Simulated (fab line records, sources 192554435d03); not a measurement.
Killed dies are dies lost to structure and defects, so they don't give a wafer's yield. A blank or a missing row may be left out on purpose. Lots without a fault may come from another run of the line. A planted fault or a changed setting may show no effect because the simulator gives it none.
Which tool did it? | flow n5_finfet | 24 lots, 72 wafers sampled, at 2 steps of a route of 1938

WHAT THE GAUGES READ, wafer by wafer
N5_HKMG_FIN_CD_MEAS_49: target cd 202 nm.
lot  | measured    | on        | cd_nm (nm)
L074 | day 3 21:19 | cd_sem-01 | 202.2 202.9 202.2
L075 | day 4 07:18 | cd_sem-02 | 200.8 201.9 201.6
L076 | day 4 21:20 | cd_sem-02 | 203.7 202.4 203.0
L077 | day 5 03:17 | cd_sem-03 | 201.7 200.8 200.5
L078 | day 5 05:32 | cd_sem-03 | 201.0 202.0 202.6
L079 | day 5 11:46 | cd_sem-03 | 201.0 203.4 203.1
L080 | day 5 14:04 | cd_sem-02 | 202.9 202.9 202.8
L081 | day 5 22:14 | cd_sem-03 | 202.6 203.3 202.2
L082 | day 5 23:41 | cd_sem-03 | 202.7 203.0 202.9
L083 | day 6 08:32 | cd_sem-02 | 201.5 202.5 202.2
L084 | day 6 13:27 | cd_sem-01 | 202.1 201.5 202.8
L085 | day 6 20:52 | cd_sem-03 | 202.4 201.9 201.8
L086 | day 7 01:25 | cd_sem-01 | 201.9 201.6 201.1
L087 | day 7 08:26 | cd_sem-03 | 202.3 202.6 201.5
L088 | day 7 14:08 | cd_sem-02 | 201.9 203.0 202.8
L089 | day 7 19:40 | cd_sem-02 | 203.2 202.9 201.3
L090 | day 8 01:25 | cd_sem-02 | 201.0 202.3 202.3
L091 | day 8 07:00 | cd_sem-01 | 202.3 202.6 202.5
L092 | day 8 16:52 | cd_sem-03 | 202.9 202.9 202.5
L093 | day 8 20:09 | cd_sem-02 | 202.1 201.8 201.4
L094 | day 9 00:55 | cd_sem-02 | 202.8 203.2 201.7
L095 | day 9 06:55 | cd_sem-03 | 201.7 201.1 200.9
L096 | day 9 15:42 | cd_sem-01 | 200.9 203.0 202.7
L097 | day 9 19:50 | cd_sem-01 | 201.2 202.2 202.5

WHICH TOOL RAN EACH LOT (tool, then ch and the chambers of the sampled wafers, then the start)
lot  | N5_HKMG_FIN_ALD_75
L074 | ald_hk-02 ch 1,2, day 3 20:54
L075 | ald_hk-03 ch 0,2,3, day 4 06:50
L076 | ald_hk-03 ch 0,2,3, day 4 21:00
L077 | ald_hk-01 ch 0,2,3, day 5 02:49
L078 | ald_hk-02 ch 1,2,3, day 5 05:11
L079 | ald_hk-01 ch 0,1,2, day 5 11:17
L080 | ald_hk-01 ch 1,2,3, day 5 13:44
L081 | ald_hk-03 ch 1,2,3, day 5 21:54
L082 | ald_hk-01 ch 1,2, day 5 23:21
L083 | ald_hk-03 ch 0,3, day 6 08:05
L084 | ald_hk-03 ch 0,1, day 6 12:59
L085 | ald_hk-03 ch 0,1,2, day 6 20:23
L086 | ald_hk-01 ch 0,1,3, day 7 00:56
L087 | ald_hk-02 ch 2,3, day 7 07:53
L088 | ald_hk-01 ch 0,1,3, day 7 13:40
L089 | ald_hk-01 ch 0,2,3, day 7 19:12
L090 | ald_hk-01 ch 0,1,2, day 8 00:56
L091 | ald_hk-02 ch 1,2, day 8 06:40
L092 | ald_hk-02 ch 0,2,3, day 8 16:24
L093 | ald_hk-03 ch 1,2, day 8 19:41
L094 | ald_hk-03 ch 1,3, day 9 00:28
L095 | ald_hk-03 ch 1,2, day 9 06:27
L096 | ald_hk-02 ch 1,2,3, day 9 15:14
L097 | ald_hk-03 ch 0,1,2, day 9 19:22
- N5_HKMG_FIN_ALD_75: deposits Al2O3, target thk 1 nm, co reactant pulse time 1 s.

WHAT THE TOOLS THEMSELVES READ (means of the sampled wafers that have a number; where no wafer has one, the mark that the record gives instead)
N5_HKMG_FIN_ALD_75.
lot  | tool      | heater_power_w (W) | precursor_pulse_height_rel
L074 | ald_hk-02 | 139                | 1.023
L075 | ald_hk-03 | 181                | 1.003
L076 | ald_hk-03 | 181                | 0.988
L077 | ald_hk-01 | 150                | 0.998
L078 | ald_hk-02 | 139                | 0.987
L079 | ald_hk-01 | 140                | 0.991
L080 | ald_hk-01 | 143                | 0.965
L081 | ald_hk-03 | 166                | 1.006
L082 | ald_hk-01 | 137                | 0.973
L083 | ald_hk-03 | 191                | 0.991
L084 | ald_hk-03 | 149                | 1.015
L085 | ald_hk-03 | 152                | 1.003
L086 | ald_hk-01 | 149                | 0.986
L087 | ald_hk-02 | 134                | 1.005
L088 | ald_hk-01 | 150                | 1.004
L089 | ald_hk-01 | 150                | 1.005
L090 | ald_hk-01 | 141                | 0.994
L091 | ald_hk-02 | 145                | 1.009
L092 | ald_hk-02 | 139                | 0.994
L093 | ald_hk-03 | 136                | 1.012
L094 | ald_hk-03 | 146                | 1.005
L095 | ald_hk-03 | 154                | 0.999
L096 | ald_hk-02 | 141                | 1.005
L097 | ald_hk-03 | 152                | 0.989

THE ANSWER, worked out from the rows above alone
Rule: what is usual is taken from the lots themselves. Put in order of their means at a reading, lots are off if they are a third of the lots or fewer, leave a main group of 4 or more, and stand apart from it by a gap of 3 or more times the standard deviation of the main group's means; of several such gaps the widest counts. A main group whose means are all the same, to the digits that the tables above print for the reading, isn't used. A lot without any number at a reading at which 4 lots or more have one is off too. The other lots that the step has rows for count as sound. The gauges are gone through in route order, then the tools' own readings, and for those a lot's mean is taken as printed above. The first step at which some lot is off is used, and at that step the reading that is off furthest; a lot without a number counts as furthest.
No lot is off at any reading shown: from this, nothing can be told.

WHAT THE SIMULATOR HAD PUT IN
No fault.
